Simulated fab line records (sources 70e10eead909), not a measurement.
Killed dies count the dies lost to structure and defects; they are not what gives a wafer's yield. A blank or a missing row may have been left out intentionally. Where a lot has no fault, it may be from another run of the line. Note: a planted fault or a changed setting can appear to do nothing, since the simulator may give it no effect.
fab line records ; flow nand-harc ; part 2 of 2: steps 5 to 6 of 6
record: lots: 19; wafers: 57; last-day: 33
route steps=1302 shown A_STAIRCASE@651
lots that met no fault: from a run of the same line without faults
start-h: hours from the record's first day to the start of the lot's first wafer shown ; wait-h: how many hours have passed since the lot's step before this one ; " same as the row above ; L1.1+2: a row that stands for several wafers ; - no value present, or no start provided ; * or withheld: withheld ; < > ~ a bound
route shown NAME@n: a module of which the file shows steps, and the number in the route of the first ; usual: mean/standard deviation taken from wafers without a fault ; same: alike in all rows ; chamber/n: place in a boat ; sites: per-site readings ; _std_site: the standard deviation of these ; _edge_site: outer sites' mean less inner sites' ; radius-mm: for every site, how far away it sits from the centre of the wafer ; mask NAME#n: copy n ; behind: tool/chamber where the wafer was last shaped ; hold: what put the lot on hold/how long, in hours/how the hold closed ; device: the transistor (n, p or np) that didn't switch ; end of line: the tests these same wafers got at the end of their route ; for a step that has no rows: nothing shown but its recipe ; killed: at the first sort, the dies lost to defects and structure; wafer yield is something else ; map: the dies of a wafer, with x for killed, . for not killed, _ for no die there
set.NAME: the run value of the setting; set.NAME@STEP: its run value at that earlier step ; model.NAME: the simulator's own value behind a step, which no gauge read
one table for each step of the route and one row for each wafer, over a sample of lots
services: from which hour (start-h, from the record's first day; less than 0 if before it) a tool's chamber was out of use, for how many hours, and why
== steps ==
step: NHARC_A_STAIRCASE_TRIM_20
recipe: time-s: 211.2; o2-flow-sccm: 500; ar-flow-sccm: 0; bias-w: 0; chemistry: O2
usual: drypump-motor-current-A: 5.8/0.46; o2-flow-sccm: 500.0/1.3; oes-product-au: 0.999/0.0072; rf-vpp-V: 57.9/0.87; showerhead-plenum-p-Torr: 3.52/0.18; throttle-valve-pct: 17.036/0.0093
lot.wafer;tool;chamber;start-h;wait-h;drypump-motor-current-A;o2-flow-sccm;oes-product-au;rf-hours-counter-h;rf-vpp-V;showerhead-plenum-p-Torr;throttle-valve-pct
L075.4;rie-diel-08;1;366.88;0.1;5.7;497.7;0.991;61;58.0;3.31;17.038
L075.5;rie-diel-08;2;366.88;0.1;6.3;500.4;0.995;-;58.1;3.53;17.035
L075.6;rie-diel-08;3;366.88;0.1;5.9;499.0;0.996;-;59.5;3.35;17.031
L077.4;rie-diel-11;2;385.31;0.1;6.4;500.5;0.997;43;57.9;3.28;17.030
L077.2;rie-diel-11;3;385.31;0.1;5.4;499.4;0.994;46;57.9;3.34;17.046
L077.5;rie-diel-11;0;385.31;0.1;5.5;502.1;0.990;-;57.8;3.48;17.034
L076.3;rie-diel-12;3;385.42;0.1;6.3;499.0;0.990;33;58.4;3.46;17.036
L076.2;rie-diel-12;0;385.42;0.1;5.7;498.9;0.999;35;57.8;3.66;17.050
L076.6;rie-diel-12;0;385.42;0.1;5.7;499.2;0.995;-;57.3;3.66;17.029
L079.1;rie-diel-11;1;395.13;0.1;5.4;501.3;1.011;48;58.0;3.63;17.029
L079.4;rie-diel-11;3;395.13;0.1;5.4;499.2;1.004;52;56.7;3.34;17.031
L079.5;rie-diel-11;1;395.13;0.1;5.4;500.0;1.006;-;59.6;3.63;17.043
L078.1;rie-diel-08;0;395.28;0.1;4.9;500.5;1.000;7;59.1;3.77;17.039
L078.3;rie-diel-08;2;395.28;0.1;6.3;499.5;0.996;4;57.8;3.53;17.030
L078.6;rie-diel-08;1;395.28;0.1;5.7;497.3;1.008;-;56.5;3.30;17.045
L080.1;rie-diel-12;3;421.64;0.1;6.3;501.1;0.988;42;58.2;3.46;17.020
L080.4;rie-diel-12;0;421.64;0.1;5.7;500.0;0.983;44;58.0;3.66;17.045
L080.2;rie-diel-12;1;421.64;0.1;5.4;502.7;0.985;47;59.5;3.78;17.034
L081.3;rie-diel-11;2;428.13;0.1;6.4;501.0;1.002;56;57.2;3.27;17.028
L081.4;rie-diel-11;3;428.13;0.1;5.4;500.3;1.011;61;59.0;3.33;17.030
L081.2;rie-diel-11;1;428.13;0.1;5.4;501.0;1.007;56;58.3;3.62;17.042
L082.3;rie-diel-12;0;443.41;0.1;5.7;499.6;0.993;56;58.3;3.65;17.040
L082.1;rie-diel-12;2;443.41;0.1;6.3;499.9;0.992;56;58.1;3.35;17.033
L082.5;rie-diel-12;0;443.41;0.1;5.7;501.3;0.985;-;58.1;3.65;17.029
L084.2;rie-diel-11;0;466.45;0.1;5.6;499.5;0.992;6;57.2;3.47;17.024
L084.3;rie-diel-11;2;466.45;0.1;6.4;498.6;1.008;9;57.9;3.80;17.042
L084.6;rie-diel-11;3;466.45;0.1;5.4;496.3;1.002;-;57.1;3.33;17.036
L085.2;rie-diel-12;0;466.64;0.1;5.7;501.5;1.000;5;59.4;3.64;17.029
L085.4;rie-diel-12;2;466.64;0.1;6.3;501.2;0.997;3;57.3;3.35;17.019
L085.5;rie-diel-12;0;466.64;0.1;5.7;502.0;0.999;-;57.3;3.65;17.030
L087.1;rie-diel-08;3;495.85;0.1;5.9;498.6;1.003;34;58.3;3.33;17.038
L087.6;rie-diel-08;3;495.85;0.1;5.9;501.0;1.012;-;57.6;3.33;17.049
L087.5;rie-diel-08;0;495.85;0.1;4.9;500.4;1.010;-;58.4;3.76;17.032
L088.3;rie-diel-08;3;499.65;0.1;5.9;500.1;0.994;36;56.4;3.33;17.037
L088.2;rie-diel-08;2;499.65;0.1;6.3;500.6;1.003;37;58.4;3.51;17.031
L088.6;rie-diel-08;3;499.65;0.1;5.9;500.2;0.996;-;56.2;3.33;17.052
L089.1;rie-diel-12;2;508.61;0.1;6.3;499.9;0.991;15;58.3;3.35;17.047
L089.5;rie-diel-12;1;508.61;0.1;5.4;501.1;0.999;-;58.1;3.77;17.058
L089.6;rie-diel-12;2;508.61;0.1;6.3;501.7;0.994;-;56.6;3.34;17.032
L091.4;rie-diel-11;2;515.40;0.1;6.4;497.7;0.988;24;57.0;3.79;17.028
L091.2;rie-diel-11;0;515.40;0.1;5.5;499.3;0.989;21;57.2;3.46;17.036
L091.5;rie-diel-11;3;515.40;0.1;5.4;500.7;1.000;-;58.0;3.32;17.015
L094.3;rie-diel-12;0;545.29;0.1;5.8;499.2;0.999;34;58.9;3.63;17.050
L094.1;rie-diel-12;1;545.29;0.1;5.4;498.2;0.998;26;58.1;3.76;17.066
L094.2;rie-diel-12;2;545.29;0.1;6.3;498.2;1.004;27;56.1;3.34;17.057
L093.1;rie-diel-08;0;545.44;0.1;4.9;499.8;1.011;62;58.6;3.74;17.040
L093.4;rie-diel-08;1;545.44;0.1;5.7;499.8;0.998;46;56.2;3.28;17.036
L093.2;rie-diel-08;2;545.44;0.1;6.3;498.4;1.003;60;58.6;3.50;17.029
L095.4;rie-diel-11;2;567.45;0.1;6.4;501.2;1.003;41;59.0;3.78;17.039
L095.3;rie-diel-11;0;567.45;0.1;5.6;498.9;0.991;41;57.4;3.45;17.032
L095.1;rie-diel-11;1;567.45;0.1;5.5;501.4;1.003;41;58.0;3.60;17.029
L097.1;rie-diel-12;3;580.07;0.1;6.2;499.4;0.992;39;57.0;3.43;17.042
L097.3;rie-diel-12;0;580.07;0.1;5.7;501.0;1.010;41;58.3;3.63;17.051
L097.4;rie-diel-12;1;580.07;0.1;5.4;500.9;1.003;36;58.7;3.75;17.043
L096.4;rie-diel-11;2;580.37;0.1;6.4;499.8;0.999;48;56.5;3.78;17.045
L096.2;rie-diel-11;1;580.37;0.1;5.4;501.0;1.008;48;57.2;3.59;17.032
L096.6;rie-diel-11;3;580.37;0.1;5.4;499.9;1.003;-;58.8;3.31;17.038
step: NHARC_A_STAIRCASE_TRIM_220
recipe: time-s: 211.2; o2-flow-sccm: 500; ar-flow-sccm: 0; bias-w: 0; chemistry: O2
usual: drypump-motor-current-A: 5.8/0.47; o2-flow-sccm: 499.7/1.3; oes-product-au: 1.001/0.007; rf-vpp-V: 57.8/0.86; showerhead-plenum-p-Torr: 3.52/0.17; throttle-valve-pct: 17.037/0.0097
lot.wafer;tool;chamber;start-h;wait-h;drypump-motor-current-A;o2-flow-sccm;oes-product-au;rf-hours-counter-h;rf-vpp-V;showerhead-plenum-p-Torr;throttle-valve-pct
L075.4;rie-diel-12;1;374.48;0.1;5.4;499.5;0.993;33;58.6;3.79;17.030
L075.6;rie-diel-12;1;374.48;0.1;5.4;500.5;0.991;-;58.3;3.79;17.055
L075.5;rie-diel-12;2;374.48;0.1;6.3;499.0;0.990;-;58.3;3.37;17.029
L076.3;rie-diel-12;0;392.01;0.1;5.7;498.0;1.003;36;57.5;3.66;17.038
L076.2;rie-diel-12;1;392.01;0.1;5.4;499.3;1.000;39;59.2;3.79;17.042
L076.6;rie-diel-12;3;392.01;0.1;6.3;500.2;0.992;-;59.5;3.46;17.041
L077.4;rie-diel-12;1;394.98;0.1;5.4;499.8;0.993;40;58.7;3.78;17.047
L077.2;rie-diel-12;2;394.98;0.1;6.3;498.1;1.005;38;58.3;3.36;17.031
L077.5;rie-diel-12;0;394.98;0.1;5.8;502.9;0.996;-;58.4;3.66;17.030
L079.1;rie-diel-08;0;401.77;0.1;4.9;500.1;1.005;9;59.5;3.77;17.047
L079.4;rie-diel-08;1;401.77;0.1;5.7;499.6;0.983;8;57.3;3.30;17.042
L079.5;rie-diel-08;2;401.77;0.1;6.3;499.7;0.996;-;58.2;3.53;17.045
L078.3;rie-diel-12;2;402.01;0.1;6.3;501.0;1.004;40;55.6;3.36;17.038
L078.1;rie-diel-12;1;402.01;0.1;5.4;498.6;1.001;42;58.4;3.78;17.044
L078.6;rie-diel-12;2;402.01;0.1;6.3;500.6;0.999;-;57.2;3.36;17.040
L080.4;rie-diel-08;3;438.00;0.1;5.9;497.7;1.002;19;58.7;3.34;17.032
L080.2;rie-diel-08;0;438.00;0.1;4.9;499.9;1.000;20;59.1;3.77;17.026
L080.1;rie-diel-08;1;438.00;0.1;5.7;497.4;1.003;18;58.4;3.30;17.033
L081.2;rie-diel-08;0;441.39;0.1;4.8;503.6;1.004;21;57.3;3.77;17.036
L081.4;rie-diel-08;1;441.39;0.1;5.7;498.2;0.987;19;59.4;3.29;17.045
L081.3;rie-diel-08;3;441.39;0.1;5.9;499.1;0.997;20;58.3;3.34;17.031
L082.1;rie-diel-11;2;449.90;0.1;6.4;499.8;1.000;2;57.8;3.81;17.046
L082.3;rie-diel-11;3;449.90;0.1;5.4;497.6;0.996;1;57.3;3.33;17.040
L082.5;rie-diel-11;0;449.90;0.1;5.6;497.7;0.994;-;58.5;3.47;17.026
L084.3;rie-diel-08;2;473.99;0.1;6.3;501.4;1.004;31;55.4;3.51;17.030
L084.2;rie-diel-08;1;473.99;0.1;5.7;501.2;1.009;33;57.9;3.29;17.038
L084.6;rie-diel-08;2;473.99;0.1;6.3;500.6;1.004;-;58.2;3.51;17.067
L085.4;rie-diel-12;0;474.38;0.1;5.7;500.0;1.011;9;59.1;3.64;17.030
L085.2;rie-diel-12;2;474.38;0.1;6.3;499.4;1.013;5;57.2;3.35;17.041
L085.5;rie-diel-12;0;474.38;0.1;5.7;501.2;0.992;-;57.3;3.64;17.048
L087.1;rie-diel-08;3;502.57;0.1;5.9;498.3;1.003;36;57.2;3.33;17.040
L087.5;rie-diel-08;3;502.57;0.1;5.9;498.5;0.999;-;58.2;3.33;17.041
L087.6;rie-diel-08;0;502.57;0.1;4.9;501.3;1.001;-;58.7;3.76;17.053
L088.2;rie-diel-08;2;509.29;0.1;6.3;499.8;1.006;42;57.5;3.51;17.029
L088.3;rie-diel-08;3;509.29;0.1;5.9;499.4;1.001;41;58.0;3.33;17.034
L088.6;rie-diel-08;2;509.29;0.1;6.3;500.0;0.999;-;57.8;3.51;17.018
L089.1;rie-diel-08;2;515.56;0.1;6.3;500.8;1.005;46;58.7;3.51;17.037
L089.5;rie-diel-08;3;515.56;0.1;5.9;499.6;1.011;-;58.0;3.32;17.060
L089.6;rie-diel-08;0;515.56;0.1;4.9;496.3;0.995;-;58.2;3.75;17.048
L091.2;rie-diel-11;1;521.66;0.1;5.4;498.8;1.005;26;57.4;3.61;17.050
L091.4;rie-diel-11;2;521.66;0.1;6.4;498.9;0.999;27;59.7;3.79;17.036
L091.5;rie-diel-11;3;521.66;0.1;5.4;500.0;0.998;-;57.3;3.32;17.023
L094.3;rie-diel-11;3;552.50;0.1;5.4;498.4;1.001;41;57.6;3.31;17.037
L094.1;rie-diel-11;0;552.50;0.1;5.6;499.2;1.000;38;56.6;3.45;17.007
L094.2;rie-diel-11;1;552.50;0.1;5.4;499.1;1.019;39;58.2;3.60;17.031
L093.1;rie-diel-11;3;552.58;0.1;5.4;499.4;0.991;41;58.2;3.31;17.028
L093.2;rie-diel-11;1;552.58;0.1;5.4;500.6;1.005;39;58.2;3.60;17.036
L093.4;rie-diel-11;2;552.58;0.1;6.5;500.5;0.997;39;57.4;3.79;17.047
L095.4;rie-diel-08;2;573.80;0.1;6.3;497.8;0.989;3;58.0;3.50;17.040
L095.3;rie-diel-08;3;573.80;0.1;5.9;498.7;1.000;4;56.8;3.32;17.028
L095.1;rie-diel-08;0;573.80;0.1;4.9;500.5;1.002;3;58.7;3.74;17.026
L096.2;rie-diel-12;0;590.57;0.1;5.7;499.5;1.006;45;58.4;3.62;17.033
L096.4;rie-diel-12;1;590.57;0.1;5.4;498.4;0.993;43;60.0;3.75;17.044
L096.6;rie-diel-12;3;590.57;0.1;6.3;498.5;1.001;-;57.9;3.43;17.041
L097.3;rie-diel-08;0;591.03;0.2;4.8;499.9;1.002;10;57.4;3.74;17.036
L097.4;rie-diel-08;2;591.03;0.2;6.3;501.9;0.994;9;58.4;3.49;17.048
L097.1;rie-diel-08;3;591.03;0.2;5.9;500.7;1.004;9;57.2;3.31;17.035
== services ==
tool;chamber;start-h;hours;kind
rie-diel-08;0;349.62;-;clean
rie-diel-08;1;349.62;-;clean
rie-diel-08;2;349.62;-;clean
rie-diel-08;3;349.62;-;clean
rie-diel-08;-;370.64;9.0;pm
rie-diel-08;0;370.64;9.0;vent-cycle
rie-diel-08;1;370.64;9.0;vent-cycle
rie-diel-08;2;370.64;9.0;vent-cycle
rie-diel-08;3;370.64;9.0;vent-cycle
rie-diel-08;0;379.64;-;clean
rie-diel-08;1;379.64;-;clean
rie-diel-08;2;379.64;-;clean
rie-diel-08;3;379.64;-;clean
rie-diel-08;0;404.14;-;clean
rie-diel-08;1;404.14;-;clean
rie-diel-08;2;404.14;-;clean
rie-diel-08;1;406.95;5.1;repair
rie-diel-11;-;434.40;9.0;pm
rie-diel-12;-;449.15;9.0;pm
rie-diel-11;-;463.21;0.6;repair
rie-diel-12;-;471.86;0.6;repair
rie-diel-11;2;480.29;8.2;repair
rie-diel-12;1;495.04;11.0;repair
rie-diel-08;1;498.58;30.5;repair
